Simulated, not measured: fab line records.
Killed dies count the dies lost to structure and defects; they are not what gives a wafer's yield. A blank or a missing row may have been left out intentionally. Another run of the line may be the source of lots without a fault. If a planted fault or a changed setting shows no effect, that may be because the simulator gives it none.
What tool caused it? || flow nandHarc || Sampling: 14 lots, 42 wafers, 5 of 1159 route steps

## WHAT EACH GAUGE READ, for each wafer
NHARC_A_BONDPAD_CD_MEAS_13. Usual: 498.8 nm for cdNm, sd 2.
{"lot": "L885", "measured": "day 17 20:34", "on": "cdSem-03", "cdNm (nm)": "500.0 498.4 496.7", "flag": ""}
{"lot": "L886", "measured": "day 18 10:42", "on": "cdSem-02", "cdNm (nm)": "497.8 498.8 498.3", "flag": ""}
{"lot": "L887", "measured": "day 18 11:21", "on": "cdSem-03", "cdNm (nm)": "499.6 500.0 497.0", "flag": ""}
{"lot": "L888", "measured": "day 18 10:24", "on": "cdSem-02", "cdNm (nm)": "499.3 496.0 498.9", "flag": ""}
{"lot": "L889", "measured": "day 19 15:08", "on": "cdSem-03", "cdNm (nm)": "499.3 499.4 496.3", "flag": ""}
{"lot": "L890", "measured": "day 18 15:47", "on": "cdSem-03", "cdNm (nm)": "497.8 497.7 498.7", "flag": ""}
{"lot": "L892", "measured": "day 19 07:41", "on": "cdSem-01", "cdNm (nm)": "499.9 497.0 497.1", "flag": ""}
{"lot": "L893", "measured": "day 19 22:34", "on": "cdSem-02", "cdNm (nm)": "497.9 500.4 496.3", "flag": ""}
{"lot": "L894", "measured": "day 19 21:10", "on": "cdSem-03", "cdNm (nm)": "499.8 500.0 497.2", "flag": ""}
{"lot": "L895", "measured": "day 20 12:09", "on": "cdSem-01", "cdNm (nm)": "501.8 502.1 498.3", "flag": ""}
{"lot": "L902", "measured": "day 22 09:54", "on": "cdSem-03", "cdNm (nm)": "496.6 497.3 501.4", "flag": ""}
{"lot": "L903", "measured": "day 22 01:56", "on": "cdSem-03", "cdNm (nm)": "502.5 497.6 501.3", "flag": ""}
{"lot": "L905", "measured": "day 22 10:39", "on": "cdSem-03", "cdNm (nm)": "497.7 497.6 499.3", "flag": ""}
{"lot": "L907", "measured": "day 23 23:02", "on": "cdSem-02", "cdNm (nm)": "498.0 500.6 497.1", "flag": ""}

NHARC_END_SORT_01. Usual: killedAtArray 27, standard deviation 11; killedAtOther 0.7, standard deviation 1.1; killedAtPeriphery 3.4, standard deviation 2.1; killedDies 31, standard deviation 12; killedOpen 3.6, standard deviation 2; killedShort 2.0, standard deviation 1.3.
{"lot": "L887", "measured": "day 20 03:17", "on": "prober-02", "killedAtArray": "26 18 22", "killedAtOther": "1 0 0", "killedAtPeriphery": "1 5 3", "killedDies": "28 23 25", "killedOpen": "6 2 1", "killedShort": "1 3 2", "flag": ""}
{"lot": "L902", "measured": "day 24 03:04", "on": "prober-01", "killedAtArray": "50 48 46", "killedAtOther": "3 1 0", "killedAtPeriphery": "7 8 5", "killedDies": "60 57 51", "killedOpen": "3 7 3", "killedShort": "2 1 0", "flag": ""}
{"lot": "L903", "measured": "day 23 06:13", "on": "prober-02", "killedAtArray": "17 29 24", "killedAtOther": "0 0 0", "killedAtPeriphery": "26 38 30", "killedDies": "43 67 54", "killedOpen": "1 4 1", "killedShort": "4 3 2", "flag": "OFF"}
{"lot": "L905", "measured": "day 23 19:14", "on": "prober-01", "killedAtArray": "16 15 20", "killedAtOther": "0 0 1", "killedAtPeriphery": "29 38 44", "killedDies": "45 53 65", "killedOpen": "1 2 3", "killedShort": "1 2 2", "flag": "OFF"}

## WHICH TOOL RAN EACH LOT (tool, then ch and the chambers of the sampled wafers, then the start)
{"lot": "L885", "NHARC_P_ZERO_WELL_EXPOSE_21": "krfScanner-02 ch 0, day 1 14:20", "NHARC_A_BONDPAD_DEP_00": "pecvd-04 ch 0,1,2, day 17 18:51", "NHARC_THIN_TSV_STRIP_62": "plasmaAsher-01 ch 0,1, day 18 15:44"}
{"lot": "L886", "NHARC_P_ZERO_WELL_EXPOSE_21": "krfScanner-01 ch 0, day 1 20:26", "NHARC_A_BONDPAD_DEP_00": "pecvd-04 ch 0,2, day 18 08:56", "NHARC_THIN_TSV_STRIP_62": "plasmaAsher-02 ch 1, day 19 06:24"}
{"lot": "L887", "NHARC_P_ZERO_WELL_EXPOSE_21": "krfScanner-01 ch 0, day 2 02:20", "NHARC_A_BONDPAD_DEP_00": "pecvd-01 ch 0,1, day 18 11:21 or earlier", "NHARC_THIN_TSV_STRIP_62": "plasmaAsher-02 ch 0,1, day 19 08:28"}
{"lot": "L888", "NHARC_P_ZERO_WELL_EXPOSE_21": "krfScanner-03 ch 0, day 2 08:25", "NHARC_A_BONDPAD_DEP_00": "pecvd-01 ch 0,1, day 18 10:24 or earlier", "NHARC_THIN_TSV_STRIP_62": "plasmaAsher-01 ch 0,1, day 19 07:32"}
{"lot": "L889", "NHARC_P_ZERO_WELL_EXPOSE_21": "krfScanner-03 ch 0, day 2 14:20", "NHARC_A_BONDPAD_DEP_00": "pecvd-01 ch 0,1, day 19 13:19", "NHARC_THIN_TSV_STRIP_62": "plasmaAsher-01 ch 0,1, day 20 08:35"}
{"lot": "L890", "NHARC_P_ZERO_WELL_EXPOSE_21": "krfScanner-02 ch 0, day 2 20:20", "NHARC_A_BONDPAD_DEP_00": "pecvd-04 ch 0,2, day 18 14:08", "NHARC_THIN_TSV_STRIP_62": "plasmaAsher-01 ch 0,1, day 19 10:20"}
{"lot": "L892", "NHARC_P_ZERO_WELL_EXPOSE_21": "krfScanner-02 ch 0, day 3 08:12", "NHARC_A_BONDPAD_DEP_00": "pecvd-04 ch 0,1,2, day 19 06:04", "NHARC_THIN_TSV_STRIP_62": "plasmaAsher-02 ch 0,1, day 20 01:53"}
{"lot": "L893", "NHARC_P_ZERO_WELL_EXPOSE_21": "krfScanner-01 ch 0, day 3 14:29", "NHARC_A_BONDPAD_DEP_00": "pecvd-01 ch 0,1, day 19 20:47", "NHARC_THIN_TSV_STRIP_62": "plasmaAsher-02 ch 0,1, day 20 16:08"}
{"lot": "L894", "NHARC_P_ZERO_WELL_EXPOSE_21": "krfScanner-01 ch 0, day 3 20:17", "NHARC_A_BONDPAD_DEP_00": "pecvd-04 ch 0,2, day 19 19:25", "NHARC_THIN_TSV_STRIP_62": "plasmaAsher-01 ch 1, day 20 14:42"}
{"lot": "L895", "NHARC_P_ZERO_WELL_EXPOSE_21": "krfScanner-02 ch 0, day 4 02:26", "NHARC_A_BONDPAD_DEP_00": "pecvd-03 ch 0,1,2, day 20 10:30", "NHARC_THIN_TSV_STRIP_62": "plasmaAsher-02 ch 0,1, day 21 06:12"}
{"lot": "L902", "NHARC_P_ZERO_WELL_EXPOSE_21": "krfScanner-01 ch 0, day 5 20:20", "NHARC_A_BONDPAD_DEP_00": "pecvd-03 ch 0,2, day 22 09:54 or earlier", "NHARC_THIN_TSV_STRIP_62": "plasmaAsher-01 ch 0,1, day 23 08:22"}
{"lot": "L903", "NHARC_P_ZERO_WELL_EXPOSE_21": "krfScanner-03 ch 0, day 6 02:32", "NHARC_A_BONDPAD_DEP_00": "pecvd-03 ch 0,2, day 22 00:14", "NHARC_THIN_TSV_STRIP_62": "plasmaAsher-02 ch 0,1, day 22 18:56"}
{"lot": "L905", "NHARC_P_ZERO_WELL_EXPOSE_21": "krfScanner-03 ch 0, day 6 14:27", "NHARC_A_BONDPAD_DEP_00": "pecvd-04 ch 1,2, day 22 08:56", "NHARC_THIN_TSV_STRIP_62": "plasmaAsher-01 ch 0,1, day 23 06:07"}
{"lot": "L907", "NHARC_P_ZERO_WELL_EXPOSE_21": "krfScanner-02 ch 0, day 7 02:59", "NHARC_A_BONDPAD_DEP_00": "pecvd-03 ch 0,2, day 23 21:16", "NHARC_THIN_TSV_STRIP_62": "plasmaAsher-02 ch 0,1, day 24 18:55"}
- NHARC_P_ZERO_WELL_EXPOSE_21: exposes mask P NWELL, target cd 720 nm.
- NHARC_A_BONDPAD_DEP_00: deposits SiCN, target thk 250 nm.
- NHARC_THIN_TSV_STRIP_62: strips in N2/H2, time 20 s.

## WHAT THE TOOLS THEMSELVES READ (means of the sampled wafers that have a number; where no wafer has one, the mark that the record gives instead)
NHARC_A_BONDPAD_DEP_00. Usual: chamberPressureTorr 3.001 Torr, standard deviation 0.0062; heaterPowerW 595 W, standard deviation 91; susceptorTempC 369.99 C, standard deviation 0.2.
{"lot": "L885", "tool": "pecvd-04", "chamberPressureTorr (Torr)": 3.004, "heaterPowerW (W)": 649, "susceptorTempC (C)": 369.92, "flag": ""}
{"lot": "L886", "tool": "pecvd-04", "chamberPressureTorr (Torr)": 2.995, "heaterPowerW (W)": 617, "susceptorTempC (C)": 370.13, "flag": ""}
{"lot": "L887", "tool": "pecvd-01", "chamberPressureTorr (Torr)": 2.994, "heaterPowerW (W)": 621, "susceptorTempC (C)": 370.13, "flag": ""}
{"lot": "L888", "tool": "pecvd-01", "chamberPressureTorr (Torr)": 2.996, "heaterPowerW (W)": 636, "susceptorTempC (C)": 369.86, "flag": ""}
{"lot": "L889", "tool": "pecvd-01", "chamberPressureTorr (Torr)": 3.005, "heaterPowerW (W)": 553, "susceptorTempC (C)": 370.01, "flag": ""}
{"lot": "L890", "tool": "pecvd-04", "chamberPressureTorr (Torr)": 3.000, "heaterPowerW (W)": 694, "susceptorTempC (C)": 369.88, "flag": ""}
{"lot": "L892", "tool": "pecvd-04", "chamberPressureTorr (Torr)": 3.001, "heaterPowerW (W)": 624, "susceptorTempC (C)": 369.85, "flag": ""}
{"lot": "L893", "tool": "pecvd-01", "chamberPressureTorr (Torr)": 3.004, "heaterPowerW (W)": 621, "susceptorTempC (C)": 369.80, "flag": ""}
{"lot": "L894", "tool": "pecvd-04", "chamberPressureTorr (Torr)": 3.008, "heaterPowerW (W)": 705, "susceptorTempC (C)": 370.23, "flag": ""}
{"lot": "L895", "tool": "pecvd-03", "chamberPressureTorr (Torr)": 3.000, "heaterPowerW (W)": 507, "susceptorTempC (C)": 369.92, "flag": ""}
{"lot": "L902", "tool": "pecvd-03", "chamberPressureTorr (Torr)": 2.997, "heaterPowerW (W)": 479, "susceptorTempC (C)": 370.13, "flag": ""}
{"lot": "L903", "tool": "pecvd-03", "chamberPressureTorr (Torr)": 3.002, "heaterPowerW (W)": 525, "susceptorTempC (C)": 370.10, "flag": ""}
{"lot": "L905", "tool": "pecvd-04", "chamberPressureTorr (Torr)": 3.001, "heaterPowerW (W)": 650, "susceptorTempC (C)": 370.04, "flag": ""}
{"lot": "L907", "tool": "pecvd-03", "chamberPressureTorr (Torr)": 2.995, "heaterPowerW (W)": 425, "susceptorTempC (C)": 369.90, "flag": ""}

NHARC_THIN_TSV_STRIP_62. Usual: drypumpMotorCurrentA 5.9 A, standard deviation 0.42; heaterPowerW 310 W, standard deviation 27; rfReflPowerW 20 W, standard deviation 8.3.
{"lot": "L885", "tool": "plasmaAsher-01", "drypumpMotorCurrentA (A)": 5.5, "heaterPowerW (W)": 285, "rfReflPowerW (W)": 16, "flag": ""}
{"lot": "L886", "tool": "plasmaAsher-02", "drypumpMotorCurrentA (A)": 5.9, "heaterPowerW (W)": 338, "rfReflPowerW (W)": 32, "flag": ""}
{"lot": "L887", "tool": "plasmaAsher-02", "drypumpMotorCurrentA (A)": 6.2, "heaterPowerW (W)": 331, "rfReflPowerW (W)": 19, "flag": ""}
{"lot": "L888", "tool": "plasmaAsher-01", "drypumpMotorCurrentA (A)": 5.5, "heaterPowerW (W)": 281, "rfReflPowerW (W)": 15, "flag": ""}
{"lot": "L889", "tool": "plasmaAsher-01", "drypumpMotorCurrentA (A)": 5.7, "heaterPowerW (W)": 279, "rfReflPowerW (W)": 17, "flag": ""}
{"lot": "L890", "tool": "plasmaAsher-01", "drypumpMotorCurrentA (A)": 5.7, "heaterPowerW (W)": 273, "rfReflPowerW (W)": "-", "flag": "OFF"}
{"lot": "L892", "tool": "plasmaAsher-02", "drypumpMotorCurrentA (A)": 6.1, "heaterPowerW (W)": 331, "rfReflPowerW (W)": 26, "flag": ""}
{"lot": "L893", "tool": "plasmaAsher-02", "drypumpMotorCurrentA (A)": 6.0, "heaterPowerW (W)": 339, "rfReflPowerW (W)": 26, "flag": ""}
{"lot": "L894", "tool": "plasmaAsher-01", "drypumpMotorCurrentA (A)": 5.2, "heaterPowerW (W)": 290, "rfReflPowerW (W)": 13, "flag": ""}
{"lot": "L895", "tool": "plasmaAsher-02", "drypumpMotorCurrentA (A)": 6.2, "heaterPowerW (W)": 333, "rfReflPowerW (W)": 19, "flag": ""}
{"lot": "L902", "tool": "plasmaAsher-01", "drypumpMotorCurrentA (A)": 5.5, "heaterPowerW (W)": 283, "rfReflPowerW (W)": "-", "flag": "OFF"}
{"lot": "L903", "tool": "plasmaAsher-02", "drypumpMotorCurrentA (A)": 6.0, "heaterPowerW (W)": 336, "rfReflPowerW (W)": 26, "flag": ""}
{"lot": "L905", "tool": "plasmaAsher-01", "drypumpMotorCurrentA (A)": 5.7, "heaterPowerW (W)": 285, "rfReflPowerW (W)": 17, "flag": ""}
{"lot": "L907", "tool": "plasmaAsher-02", "drypumpMotorCurrentA (A)": 6.0, "heaterPowerW (W)": 335, "rfReflPowerW (W)": 26, "flag": ""}

## THE ANSWER, worked out from the rows above alone
Rule: take the mean of a lot's wafers that have a number; if it is more than 3 standard deviations from the usual mean, the lot is off. A lot without any number at a reading at which 4 lots or more have one is off too. Where the step has rows for the other lots, those lots are counted as sound. Order of review: gauges by route order, followed by the tools' own readings, for which a lot's mean as printed above is used. The first step at which some lot is off is used, and at that step the reading that is off furthest; a lot without a number counts as furthest.
Off at NHARC_END_SORT_01 (killedAtPeriphery): L903, L905. Neither off nor sound, because the step has no rows for them: L885, L886, L888, L889, L890, L892, L893, L894, L895, L907.
A tool fits if, at a process step before that reading, it ran every lot that is off, and no sound lot after the first of them. The gauges at NHARC_END_SORT_01 are tried like those tools. NHARC_A_BONDPAD_DEP_00: start missing for some lots; hours and lot order therefore follow NHARC_A_BONDPAD_CD_MEAS_13. One fits: krfScanner-03 at NHARC_P_ZERO_WELL_EXPOSE_21. It ran no sound lot before its first lot that is off in this sample, so the start can't be narrowed down.

## WHAT WAS PUT IN BY THE SIMULATOR
Scanner matching overlay: krfScanner-03, from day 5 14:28 on, at NHARC_P_ZERO_WELL_EXPOSE_21. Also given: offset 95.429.
Shown lots that were struck: L903, L905. Same finding as the rule above.
